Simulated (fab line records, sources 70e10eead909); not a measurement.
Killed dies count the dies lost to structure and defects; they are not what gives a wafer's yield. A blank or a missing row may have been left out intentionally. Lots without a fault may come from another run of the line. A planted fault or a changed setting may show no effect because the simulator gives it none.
Which tool did it? + flow nand harc + 23 lots, 69 wafers sampled, at 6 steps of a route of 1302

## WHAT EACH GAUGE READ, for each wafer
The record lacks any reading of a measuring or inspecting step that a usual standard deviation could be used to judge.

## EACH LOT AND THE TOOL THAT RAN IT (in order: tool; ch and the chambers of the sampled wafers; start)
| lot  | NHARC_A_CHANNEL_HOLE_D2_ETCH_34               | NHARC_A_CHANNEL_HOLE_D2_ETCH_16               | NHARC_A_CHANNEL_HOLE_D2_ETCH_22  | NHARC_A_CHANNEL_FILL_D2_ALD_25   | NHARC_A_STAIRCASE_ETCH_169         | NHARC_A_STAIRCASE_STRIP_171          |
|------|-----------------------------------------------|-----------------------------------------------|----------------------------------|----------------------------------|------------------------------------|--------------------------------------|
| L075 | rie diel-02 ch 2,3, day 13 13:32 or earlier   | rie diel-02 ch 0,1,2, day 13 13:32 or earlier | har etch-01 ch 0,1, day 13 13:32 | ald hk-01 ch 0,3, day 15 08:16   | rie diel-04 ch 0,1, day 15 20:46   | plasma asher-01 ch 0,1, day 15 21:00 |
| L076 | rie diel-03 ch 0,2,3, day 14 00:24 or earlier | rie diel-03 ch 0,1,2, day 14 00:24 or earlier | har etch-01 ch 0,1, day 14 00:24 | ald hk-04 ch 0,1,2, day 15 19:05 | rie diel-05 ch 0,1,2, day 16 08:15 | plasma asher-01 ch 0,1, day 16 08:32 |
| L077 | rie diel-03 ch 1,2, day 14 18:26 or earlier   | rie diel-03 ch 0,1,2, day 14 18:26 or earlier | har etch-02 ch 0,1, day 14 18:26 | ald hk-01 ch 0,1, day 16 11:02   | rie diel-04 ch 2,3, day 17 00:16   | plasma asher-01 ch 0,1, day 17 00:35 |
| L078 | rie diel-02 ch 0,1,2, day 14 18:42 or earlier | rie diel-02 ch 0,2,3, day 14 18:42 or earlier | har etch-01 ch 0,1, day 14 18:42 | ald hk-02 ch 1,2, day 16 11:38   | rie diel-05 ch 2,3, day 17 00:04   | plasma asher-01 ch 0,1, day 17 00:22 |
| L079 | rie diel-03 ch 0,3, day 15 10:34 or earlier   | rie diel-03 ch 0,2,3, day 15 10:34 or earlier | har etch-02 ch 0,1, day 15 10:34 | ald hk-02 ch 2,3, day 17 03:55   | rie diel-11 ch 2,3, day 17 18:44   | plasma asher-01 ch 0,1, day 17 19:07 |
| L080 | rie diel-03 ch 1,2, day 16 01:48 or earlier   | rie diel-03 ch 0,2,3, day 16 01:48 or earlier | har etch-02 ch 0, day 16 01:48   | ald hk-01 ch 2,3, day 17 23:19   | rie diel-04 ch 0,1, day 18 12:24   | plasma asher-01 ch 0,1, day 18 12:43 |
| L081 | rie diel-03 ch 0,2,3, day 16 03:50 or earlier | rie diel-03 ch 0,1,2, day 16 03:50 or earlier | har etch-01 ch 0,1, day 16 03:50 | ald hk-04 ch 0,1,3, day 17 23:19 | rie diel-11 ch 0,2,3, day 18 12:35 | plasma asher-02 ch 0,1, day 18 12:49 |
| L082 | rie diel-02 ch 2,3, day 16 08:11 or earlier   | rie diel-02 ch 0,2, day 16 08:11 or earlier   | har etch-01 ch 0,1, day 16 08:11 | ald hk-01 ch 0,1, day 18 07:17   | rie diel-11 ch 0,1,3, day 18 20:12 | plasma asher-02 ch 0,1, day 18 20:31 |
| L083 | rie diel-09 ch 1,2,3, day 17 01:10 or earlier | rie diel-09 ch 0,2,3, day 17 01:10 or earlier | har etch-01 ch 0,1, day 17 01:10 | ald hk-02 ch 1,3, day 18 19:26   | rie diel-05 ch 0,2,3, day 19 08:34 | plasma asher-01 ch 0,1, day 19 08:48 |
| L084 | rie diel-03 ch 1,2, day 17 09:52 or earlier   | rie diel-03 ch 0,2, day 17 09:52 or earlier   | har etch-01 ch 0, day 17 09:52   | ald hk-02 ch 1,3, day 19 04:11   | rie diel-04 ch 0,2,3, day 19 16:50 | plasma asher-01 ch 0,1, day 19 17:04 |
| L085 | rie diel-03 ch 1,2,3, day 17 18:05 or earlier | rie diel-03 ch 0,1,2, day 17 18:05 or earlier | har etch-01 ch 0,1, day 17 18:05 | ald hk-01 ch 0,2,3, day 19 11:20 | rie diel-05 ch 0,1,3, day 20 00:22 | plasma asher-01 ch 0,1, day 20 00:52 |
| L087 | rie diel-09 ch 0,3, day 18 02:10 or earlier   | rie diel-09 ch 0,2,3, day 18 02:10 or earlier | har etch-01 ch 0,1, day 18 02:10 | ald hk-01 ch 1,2, day 19 18:51   | rie diel-11 ch 1,2, day 20 07:23   | plasma asher-01 ch 0,1, day 20 07:40 |
| L086 | rie diel-03 ch 0,1,2, day 18 04:11 or earlier | rie diel-03 ch 1,2, day 18 04:11 or earlier   | har etch-02 ch 0,1, day 18 04:11 | ald hk-04 ch 0,1,2, day 19 19:28 | rie diel-05 ch 0,1,3, day 20 07:35 | plasma asher-01 ch 0,1, day 20 07:54 |
| L089 | rie diel-02 ch 0,1, day 19 18:26              | rie diel-02 ch 0,1, day 19 18:47              | har etch-02 ch 0,1, day 20 03:47 | ald hk-04 ch 1,2,3, day 21 21:02 | rie diel-04 ch 0,2, day 22 08:54   | plasma asher-02 ch 0,1, day 22 09:13 |
| L088 | rie diel-03 ch 2,3, day 20 00:41 or earlier   | rie diel-03 ch 0,1,2, day 20 00:41 or earlier | har etch-01 ch 0,1, day 20 00:41 | ald hk-02 ch 0,3, day 21 19:50   | rie diel-05 ch 0,1,3, day 22 09:04 | plasma asher-01 ch 1, day 22 09:20   |
| L090 | rie diel-09 ch 1,2, day 20 07:46 or earlier   | rie diel-09 ch 1,2, day 20 07:46 or earlier   | har etch-02 ch 0,1, day 20 07:46 | ald hk-04 ch 0,2,3, day 22 05:02 | rie diel-04 ch 0,1,2, day 22 18:15 | plasma asher-02 ch 1, day 22 18:28   |
| L091 | rie diel-02 ch 1,3, day 20 11:55 or earlier   | rie diel-02 ch 0,1,3, day 20 11:55 or earlier | har etch-02 ch 0,1, day 20 11:55 | ald hk-02 ch 0,1,3, day 22 05:04 | rie diel-11 ch 0,1,3, day 22 17:56 | plasma asher-02 ch 0,1, day 22 18:11 |
| L094 | rie diel-09 ch 1,3, day 21 06:43 or earlier   | rie diel-09 ch 1,2, day 21 06:43 or earlier   | har etch-01 ch 0, day 21 06:43   | ald hk-01 ch 1,3, day 22 23:35   | rie diel-05 ch 2,3, day 23 12:43   | plasma asher-01 ch 1, day 23 12:56   |
| L092 | rie diel-03 ch 0,1,3, day 21 06:52 or earlier | rie diel-03 ch 2,3, day 21 06:52 or earlier   | har etch-02 ch 0,1, day 21 06:52 | ald hk-04 ch 1,2, day 22 23:35   | rie diel-05 ch 1,2, day 23 12:29   | plasma asher-02 ch 0,1, day 23 12:46 |
| L093 | rie diel-02 ch 0,1,3, day 21 11:10 or earlier | rie diel-02 ch 0,1,3, day 21 11:10 or earlier | har etch-01 ch 0,1, day 21 11:10 | ald hk-01 ch 1,2,3, day 23 06:47 | rie diel-05 ch 0,2,3, day 23 18:49 | plasma asher-01 ch 0,1, day 23 19:08 |
| L096 | rie diel-02 ch 0,1,3, day 22 03:28 or earlier | rie diel-02 ch 0,1, day 22 03:28 or earlier   | har etch-02 ch 0,1, day 22 03:28 | ald hk-01 ch 0,1, day 23 21:22   | rie diel-05 ch 0,2,3, day 24 09:45 | plasma asher-01 ch 0,1, day 24 09:58 |
| L095 | rie diel-09 ch 0,1,3, day 22 05:35 or earlier | rie diel-09 ch 0,2,3, day 22 05:35 or earlier | har etch-01 ch 0,1, day 22 05:35 | ald hk-04 ch 0,1, day 23 21:22   | rie diel-04 ch 0,1, day 24 09:56   | plasma asher-02 ch 0,1, day 24 10:13 |
| L097 | rie diel-09 ch 2,3, day 22 11:55 or earlier   | rie diel-09 ch 1,2,3, day 22 11:55 or earlier | har etch-02 ch 0,1, day 22 11:55 | ald hk-02 ch 1,2,3, day 24 09:11 | rie diel-05 ch 0,3, day 24 21:01   | plasma asher-02 ch 0, day 24 22:17   |
- NHARC_A_CHANNEL_HOLE_D2_ETCH_34: etches the open film in CF4/CHF3, target depth 154 nm, time 77 s.
- NHARC_A_CHANNEL_HOLE_D2_ETCH_16: etches the open film in O2/COS, target depth 3100 nm, time 806 s.
- NHARC_A_CHANNEL_HOLE_D2_ETCH_22: etches the open film in C4F8/O2/Ar, time 666.7 s, target depth 1600 nm.
- NHARC_A_CHANNEL_FILL_D2_ALD_25: deposits SiOx, target thk 60 nm, pulse time 10 s, ald cycles 600.
- NHARC_A_STAIRCASE_ETCH_169: etches the open film in CH3F/O2, target depth 50 nm, time 107.1 s.
- NHARC_A_STAIRCASE_STRIP_171: strips in O2.

## WHAT THE TOOLS THEMSELVES READ (means of the sampled wafers that have a number; where no wafer has one, the mark that the record gives instead)
NHARC_A_CHANNEL_HOLE_D2_ETCH_34. Usual: drypump motor current A 5.9 A, standard deviation 0.51; oes product au 0.955 a.u., standard deviation 0.019; rf vpp V 369.7 V, standard deviation 1.9; showerhead plenum p Torr 1.55 Torr, standard deviation 0.05; throttle valve pct 16.803 %, standard deviation 0.0094.
| lot  | tool        | drypump motor current A (A) | oes product au (a.u.) | rf vpp V (V) | showerhead plenum p Torr (Torr) | throttle valve pct (%) | flag |
|------|-------------|-----------------------------|-----------------------|--------------|---------------------------------|------------------------|------|
| L075 | rie diel-02 | 6.0                         | 0.971                 | 372.3        | 1.62                            | 16.801                 |      |
| L076 | rie diel-03 | 5.8                         | 0.965                 | 370.0        | 1.53                            | 16.809                 |      |
| L077 | rie diel-03 | 6.1                         | 0.955                 | 371.2        | 1.58                            | 16.809                 |      |
| L078 | rie diel-02 | 5.9                         | 0.958                 | 371.1        | 1.57                            | 16.799                 |      |
| L079 | rie diel-03 | 5.4                         | 0.921                 | 368.1        | 1.51                            | 16.801                 |      |
| L080 | rie diel-03 | 6.1                         | 0.955                 | 370.1        | 1.58                            | 16.811                 |      |
| L081 | rie diel-03 | 5.7                         | 0.965                 | 369.1        | 1.53                            | 16.801                 |      |
| L082 | rie diel-02 | 6.0                         | 0.971                 | 371.7        | 1.61                            | 16.808                 |      |
| L083 | rie diel-09 | 6.2                         | 0.973                 | 370.6        | 1.58                            | 16.796                 |      |
| L084 | rie diel-03 | 6.2                         | 0.957                 | 371.1        | 1.58                            | 16.809                 |      |
| L085 | rie diel-03 | 5.9                         | 0.973                 | 369.3        | 1.55                            | 16.792                 |      |
| L087 | rie diel-09 | 6.3                         | 0.941                 | 368.6        | 1.52                            | 16.809                 |      |
| L086 | rie diel-03 | 5.8                         | 0.961                 | 370.9        | 1.56                            | 16.796                 |      |
| L089 | rie diel-02 | 6.0                         | 0.947                 | 369.0        | 1.52                            | 16.804                 |      |
| L088 | rie diel-03 | 6.1                         | 0.925                 | 370.6        | 1.54                            | 16.798                 |      |
| L090 | rie diel-09 | 6.1                         | 0.951                 | 372.1        | 1.61                            | 16.811                 |      |
| L091 | rie diel-02 | 5.1                         | 0.956                 | 368.6        | 1.52                            | 16.798                 |      |
| L094 | rie diel-09 | 6.3                         | 0.922                 | 369.6        | 1.55                            | 16.811                 |      |
| L092 | rie diel-03 | 5.6                         | 0.970                 | 369.6        | 1.53                            | 16.805                 |      |
| L093 | rie diel-02 | 5.6                         | 0.949                 | 367.8        | 1.51                            | 16.803                 |      |
| L096 | rie diel-02 | 5.7                         | 0.954                 | 369.2        | 1.51                            | 16.808                 |      |
| L095 | rie diel-09 | 6.3                         | 0.970                 | 368.8        | 1.55                            | 16.794                 |      |
| L097 | rie diel-09 | 6.2                         | 0.973                 | 370.4        | 1.57                            | 16.800                 |      |

NHARC_A_CHANNEL_HOLE_D2_ETCH_16. Usual: drypump motor current A 5.9 A, standard deviation 0.51; oes product au 0.997 a.u., standard deviation 0.011; rf vpp V 313.2 V, standard deviation 1.7; showerhead plenum p Torr 3.07 Torr, standard deviation 0.096; throttle valve pct 28.330 %, standard deviation 0.0098.
| lot  | tool        | drypump motor current A (A) | oes product au (a.u.) | rf vpp V (V) | showerhead plenum p Torr (Torr) | throttle valve pct (%) | flag |
|------|-------------|-----------------------------|-----------------------|--------------|---------------------------------|------------------------|------|
| L075 | rie diel-02 | 5.9                         | 0.982                 | 314.5        | 3.12                            | 28.331                 |      |
| L076 | rie diel-03 | 5.8                         | 0.996                 | 314.0        | 3.10                            | 28.322                 |      |
| L077 | rie diel-03 | 5.8                         | 1.004                 | 314.2        | 3.10                            | 28.336                 |      |
| L078 | rie diel-02 | 6.1                         | 0.991                 | 314.6        | 3.10                            | 28.330                 |      |
| L079 | rie diel-03 | 5.8                         | 0.996                 | 312.6        | 3.03                            | 28.332                 |      |
| L080 | rie diel-03 | 5.8                         | 1.002                 | 312.2        | 3.03                            | 28.334                 |      |
| L081 | rie diel-03 | 5.8                         | 0.998                 | 313.8        | 3.10                            | 28.333                 |      |
| L082 | rie diel-02 | 6.5                         | 0.979                 | 313.6        | 3.11                            | 28.324                 |      |
| L083 | rie diel-09 | 6.3                         | 1.004                 | 312.9        | 3.06                            | 28.332                 |      |
| L084 | rie diel-03 | 6.0                         | 0.998                 | 313.2        | 3.09                            | 28.325                 |      |
| L085 | rie diel-03 | 5.8                         | 1.002                 | 313.4        | 3.10                            | 28.335                 |      |
| L087 | rie diel-09 | 6.3                         | 0.996                 | 313.1        | 3.06                            | 28.321                 |      |
| L086 | rie diel-03 | 6.0                         | 0.993                 | 314.7        | 3.14                            | 28.333                 |      |
| L089 | rie diel-02 | 5.5                         | 1.001                 | 312.8        | 3.03                            | 28.333                 |      |
| L088 | rie diel-03 | 5.8                         | 1.000                 | 314.2        | 3.10                            | 28.333                 |      |
| L090 | rie diel-09 | 6.2                         | 1.002                 | 315.6        | 3.20                            | 28.336                 |      |
| L091 | rie diel-02 | 5.7                         | 0.996                 | 312.3        | 3.00                            | 28.324                 |      |
| L094 | rie diel-09 | 6.2                         | 0.996                 | 315.1        | 3.18                            | 28.328                 |      |
| L092 | rie diel-03 | 6.1                         | 1.000                 | 312.7        | 3.05                            | 28.334                 |      |
| L093 | rie diel-02 | 5.7                         | 0.998                 | 312.0        | 3.00                            | 28.338                 |      |
| L096 | rie diel-02 | 5.5                         | 0.998                 | 312.1        | 3.02                            | 28.331                 |      |
| L095 | rie diel-09 | 6.3                         | 1.003                 | 312.7        | 3.06                            | 28.330                 |      |
| L097 | rie diel-09 | 6.2                         | 1.004                 | 313.4        | 3.13                            | 28.327                 |      |

NHARC_A_CHANNEL_HOLE_D2_ETCH_22. Usual: drypump motor current A 5.5 A, standard deviation 0.5; showerhead plenum p Torr 3.69 Torr, standard deviation 0.094; throttle valve pct 32.155 %, standard deviation 0.0099.
| lot  | tool        | drypump motor current A (A) | showerhead plenum p Torr (Torr) | throttle valve pct (%) | flag |
|------|-------------|-----------------------------|---------------------------------|------------------------|------|
| L075 | har etch-01 | 6.0                         | 3.68                            | 32.141                 |      |
| L076 | har etch-01 | 5.8                         | 3.68                            | 32.158                 |      |
| L077 | har etch-02 | 4.9                         | 3.65                            | 32.155                 |      |
| L078 | har etch-01 | 6.0                         | 3.67                            | 32.155                 |      |
| L079 | har etch-02 | 5.0                         | 3.68                            | 32.143                 |      |
| L080 | har etch-02 | 4.8                         | 3.61                            | 32.156                 |      |
| L081 | har etch-01 | 6.0                         | 3.66                            | 32.150                 |      |
| L082 | har etch-01 | 5.8                         | 3.66                            | 32.148                 |      |
| L083 | har etch-01 | 5.8                         | 3.66                            | 32.162                 |      |
| L084 | har etch-01 | 5.7                         | 3.67                            | 32.152                 |      |
| L085 | har etch-01 | 5.8                         | 3.65                            | 32.158                 |      |
| L087 | har etch-01 | 5.8                         | 3.65                            | 32.158                 |      |
| L086 | har etch-02 | 5.0                         | 3.78                            | 32.157                 |      |
| L089 | har etch-02 | 5.1                         | 3.76                            | 32.150                 |      |
| L088 | har etch-01 | 6.0                         | 3.63                            | 32.156                 |      |
| L090 | har etch-02 | 5.0                         | 3.76                            | 32.166                 |      |
| L091 | har etch-02 | 5.0                         | 3.76                            | 32.149                 |      |
| L094 | har etch-01 | 5.7                         | 3.64                            | 32.165                 |      |
| L092 | har etch-02 | 4.9                         | 3.83                            | 32.147                 |      |
| L093 | har etch-01 | 5.8                         | 3.62                            | 32.161                 |      |
| L096 | har etch-02 | 4.9                         | 3.83                            | 32.167                 |      |
| L095 | har etch-01 | 6.0                         | 3.61                            | 32.155                 |      |
| L097 | har etch-02 | 5.1                         | 3.74                            | 32.160                 |      |

NHARC_A_CHANNEL_FILL_D2_ALD_25. Usual: heater power w 459 W, standard deviation 35; precursor pulse height rel 0.999, standard deviation 0.019.
| lot  | tool      | heater power w (W) | precursor pulse height rel | flag |
|------|-----------|--------------------|----------------------------|------|
| L075 | ald hk-01 | 454                | 0.989                      |      |
| L076 | ald hk-04 | 473                | 1.018                      |      |
| L077 | ald hk-01 | 449                | 1.000                      |      |
| L078 | ald hk-02 | 461                | 1.008                      |      |
| L079 | ald hk-02 | 475                | 0.994                      |      |
| L080 | ald hk-01 | 461                | 1.008                      |      |
| L081 | ald hk-04 | 449                | 0.975                      |      |
| L082 | ald hk-01 | 445                | 1.013                      |      |
| L083 | ald hk-02 | 399                | 1.001                      |      |
| L084 | ald hk-02 | 405                | 1.002                      |      |
| L085 | ald hk-01 | 462                | 1.001                      |      |
| L087 | ald hk-01 | 448                | 0.995                      |      |
| L086 | ald hk-04 | 477                | 1.004                      |      |
| L089 | ald hk-04 | 463                | 1.015                      |      |
| L088 | ald hk-02 | 460                | 0.987                      |      |
| L090 | ald hk-04 | 474                | 1.015                      |      |
| L091 | ald hk-02 | 441                | 0.992                      |      |
| L094 | ald hk-01 | 451                | 0.998                      |      |
| L092 | ald hk-04 | 470                | 0.995                      |      |
| L093 | ald hk-01 | 463                | 1.009                      |      |
| L096 | ald hk-01 | 452                | 0.986                      |      |
| L095 | ald hk-04 | 471                | 0.993                      |      |
| L097 | ald hk-02 | 454                | 0.994                      |      |

NHARC_A_STAIRCASE_ETCH_169. Usual: drypump motor current A 5.9 A, standard deviation 0.48; oes product au 0.961 a.u., standard deviation 0.016; rf vpp V 243.4 V, standard deviation 1.4; showerhead plenum p Torr 2.39 Torr, standard deviation 0.096; throttle valve pct 20.663 %, standard deviation 0.0091.
| lot  | tool        | drypump motor current A (A) | oes product au (a.u.) | rf vpp V (V) | showerhead plenum p Torr (Torr) | throttle valve pct (%) | flag |
|------|-------------|-----------------------------|-----------------------|--------------|---------------------------------|------------------------|------|
| L075 | rie diel-04 | 6.3                         | 0.939                 | 244.8        | 2.49                            | 20.668                 |      |
| L076 | rie diel-05 | 6.1                         | 0.971                 | 243.8        | 2.39                            | 20.664                 |      |
| L077 | rie diel-04 | 5.6                         | 0.954                 | 242.1        | 2.34                            | 20.658                 |      |
| L078 | rie diel-05 | 6.1                         | 0.956                 | 244.3        | 2.44                            | 20.659                 |      |
| L079 | rie diel-11 | 5.5                         | 0.960                 | 243.8        | 2.41                            | 20.667                 |      |
| L080 | rie diel-04 | 6.3                         | 0.967                 | 244.6        | 2.49                            | 20.659                 |      |
| L081 | rie diel-11 | 5.7                         | 0.972                 | 244.2        | 2.45                            | 20.665                 |      |
| L082 | rie diel-11 | 5.8                         | 0.970                 | 243.9        | 2.48                            | 20.664                 |      |
| L083 | rie diel-05 | 6.2                         | 0.950                 | 242.7        | 2.37                            | 20.658                 |      |
| L084 | rie diel-04 | 5.9                         | 0.969                 | 243.6        | 2.39                            | 20.659                 |      |
| L085 | rie diel-05 | 5.9                         | 0.965                 | 243.4        | 2.32                            | 20.670                 |      |
| L087 | rie diel-11 | 5.7                         | 0.976                 | 243.2        | 2.35                            | 20.669                 |      |
| L086 | rie diel-05 | 5.9                         | 0.953                 | 242.5        | 2.32                            | 20.664                 |      |
| L089 | rie diel-04 | 5.9                         | 0.961                 | 243.4        | 2.42                            | 20.664                 |      |
| L088 | rie diel-05 | 5.9                         | 0.971                 | 242.0        | 2.32                            | 20.666                 |      |
| L090 | rie diel-04 | 6.0                         | 0.978                 | 244.1        | 2.44                            | 20.655                 |      |
| L091 | rie diel-11 | 5.8                         | 0.960                 | 244.5        | 2.47                            | 20.671                 |      |
| L094 | rie diel-05 | 6.0                         | 0.936                 | 243.5        | 2.42                            | 20.671                 |      |
| L092 | rie diel-05 | 5.9                         | 0.945                 | 243.2        | 2.43                            | 20.664                 |      |
| L093 | rie diel-05 | 6.2                         | 0.967                 | 242.9        | 2.36                            | 20.666                 |      |
| L096 | rie diel-05 | 6.2                         | 0.967                 | 242.3        | 2.36                            | 20.666                 |      |
| L095 | rie diel-04 | 6.0                         | 0.964                 | 243.6        | 2.47                            | 20.664                 |      |
| L097 | rie diel-05 | 6.4                         | 0.936                 | 242.0        | 2.30                            | 20.660                 |      |

NHARC_A_STAIRCASE_STRIP_171. Usual: drypump motor current A 6.16 A, standard deviation 0.22; heater power w 329 W, standard deviation 28.
| lot  | tool            | drypump motor current A (A) | heater power w (W) | flag |
|------|-----------------|-----------------------------|--------------------|------|
| L075 | plasma asher-01 | 6.06                        | 308                |      |
| L076 | plasma asher-01 | 5.97                        | 301                |      |
| L077 | plasma asher-01 | 5.95                        | 306                |      |
| L078 | plasma asher-01 | 6.08                        | 310                |      |
| L079 | plasma asher-01 | 6.07                        | 311                |      |
| L080 | plasma asher-01 | 6.07                        | 305                |      |
| L081 | plasma asher-02 | 6.34                        | 362                |      |
| L082 | plasma asher-02 | 6.42                        | 371                |      |
| L083 | plasma asher-01 | 5.97                        | 307                |      |
| L084 | plasma asher-01 | 6.08                        | 308                |      |
| L085 | plasma asher-01 | 5.97                        | 305                |      |
| L087 | plasma asher-01 | 6.06                        | 305                |      |
| L086 | plasma asher-01 | 6.07                        | 309                |      |
| L089 | plasma asher-02 | 6.35                        | 371                |      |
| L088 | plasma asher-01 | 6.18                        | 316                |      |
| L090 | plasma asher-02 | 6.45                        | 364                |      |
| L091 | plasma asher-02 | 6.34                        | 368                |      |
| L094 | plasma asher-01 | 6.16                        | 305                |      |
| L092 | plasma asher-02 | 6.36                        | 365                |      |
| L093 | plasma asher-01 | 5.97                        | 317                |      |
| L096 | plasma asher-01 | 5.98                        | 324                |      |
| L095 | plasma asher-02 | 6.35                        | 365                |      |
| L097 | plasma asher-02 | 6.31                        | 360                |      |

## THE ANSWER, worked out from the rows above alone
Rule: a lot is off if the mean of its wafers that have a number lies more than 3 standard deviations from the usual mean. A lot without any number at a reading at which 4 lots or more have one is off too. The other lots that the step has rows for count as sound. The gauges are gone through in route order, then the tools' own readings, and for those a lot's mean is taken as printed above. At the first step where some lot is off, the reading lying furthest off is the one used; lots without a number count as furthest.
Across all readings shown, no lot is off: no conclusion can be drawn from this.

## WHAT THE SIMULATOR HAD PUT IN
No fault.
